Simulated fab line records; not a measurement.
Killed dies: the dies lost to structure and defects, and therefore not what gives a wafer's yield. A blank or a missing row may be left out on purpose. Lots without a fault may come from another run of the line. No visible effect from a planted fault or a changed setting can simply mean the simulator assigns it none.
Comparing a struck lot with a sound one / flow nand harc / 14 steps out of a route of 1302
Sound: the wafers L904.1, L904.3, L904.6. The struck wafers were L920.2, L920.4, L920.6. The cause comes at the end.
Each step with rows lists, per side, the tool, then ch with its chambers, then its first start. Under that, the readings that differ: sound wafers / struck wafers / difference of the means / sigmas: that difference in standard deviations of wafers without a fault.
alike: same words and numbers on both sides, and readings whose means sit less than 2 such deviations apart. not compared: any withheld reading, any reading some wafer has no value for, any bound like >300 that may hide the same value, and any number with overlapping values for which the record gives no deviation.
A row with sigmas, a row that says differs or no value, or rows on one side alone: a step with any of these is where the two part. Numbers that don't overlap but have no deviation are shown without sigmas and don't part them. A reading that every wafer of one side lacks parts them only if that side has two wafers or more.

NHARC_A_CONTACT_ETCH_132: etches the open film in C4F8/O2/Ar, time 197 s, target depth 1924 nm.
  sound on har cap etch-01 ch 0,1, day 22 18:17; struck on har cap etch-02 ch 0,1, day 29 08:08
  not compared: rf hours counter h
NHARC_A_CONTACT_ETCH_133: etches the open film in C4F8/O2/Ar, time 374 s, target depth 1610 nm.
  sound on har cap etch-01 ch 0,1, day 22 18:32; struck on har cap etch-02 ch 0,1, day 29 08:21
  not compared: rf hours counter h
NHARC_A_CONTACT_ETCH_91: etches the open film in CH3F/O2, target depth 40 nm, time 85.7 s.
  sound on rie diel-04 ch 1,3, day 22 19:28; struck on rie diel-02 ch 1,3, day 29 09:05
  alike: drypump motor current A, o2 flow sccm, oes product au, rf vpp V, showerhead plenum p Torr, throttle valve pct
  not compared: rf hours counter h
NHARC_A_CONTACT_ETCH_97: etches the open film in C4F6/O2, target depth 20 nm, time 10 s.
  sound on rie diel-04 ch 1,3; struck on rie diel-02 ch 0,1,2
  alike: drypump motor current A, o2 flow sccm, oes product au, rf vpp V, showerhead plenum p Torr, throttle valve pct
  not compared: rf hours counter h
NHARC_A_CONTACT_CD_MEAS_80:
  sound: cd sem-02 at day 22 19:41; struck: cd sem-02 at day 29 09:18
  alike: cd nm
then, 3 steps without rows for these wafers: NHARC_A_CONTACT_STRIP_103 (strips in N2/H2); NHARC_A_CONTACT_STRIP_104 (strips in CF4/CHF3); NHARC_A_CONTACT_STRIP_105 (strips in O2/COS).
NHARC_A_CONTACT_ETCH_106: etches the open film in CF4/O2, target depth 90 nm, overetch 9 nm, time 49.5 s.
  sound on rie diel-04 ch 1,2,3, day 22 19:59; struck on rie diel-04 ch 1,2,3, day 29 09:37
  alike: drypump motor current A, o2 flow sccm, oes product au, rf vpp V, showerhead plenum p Torr, throttle valve pct
  not compared: rf hours counter h
then, 3 steps without rows for these wafers: NHARC_A_CONTACT_STRIP_82 (strips in O2); NHARC_A_CONTACT_STRIP_83 (strips in post etch residue remover, time 600 s); NHARC_A_CONTACT_DEP_84 (deposits aC, target thk 2800 nm).
NHARC_A_CONTACT_DEP_85: deposits SiON, target thk 60 nm.
  sound on pecvd-03 ch 0,1,2, day 23 00:33; struck on pecvd-04 ch 1,2, day 29 12:01
  no value came back on the struck wafers for chamber pressure Torr (Torr), heater power outer w (W), heater power w (W); on the sound wafers chamber pressure Torr (Torr) reads 3.495 3.484 3.509
then, 1 step without rows for these wafers: NHARC_A_CONTACT_DEHYDRATE_00 (time 120 s).

WHERE THEY PART
Within this record, at NHARC_A_CONTACT_DEP_85 only.

WHY: the cause the simulator had injected
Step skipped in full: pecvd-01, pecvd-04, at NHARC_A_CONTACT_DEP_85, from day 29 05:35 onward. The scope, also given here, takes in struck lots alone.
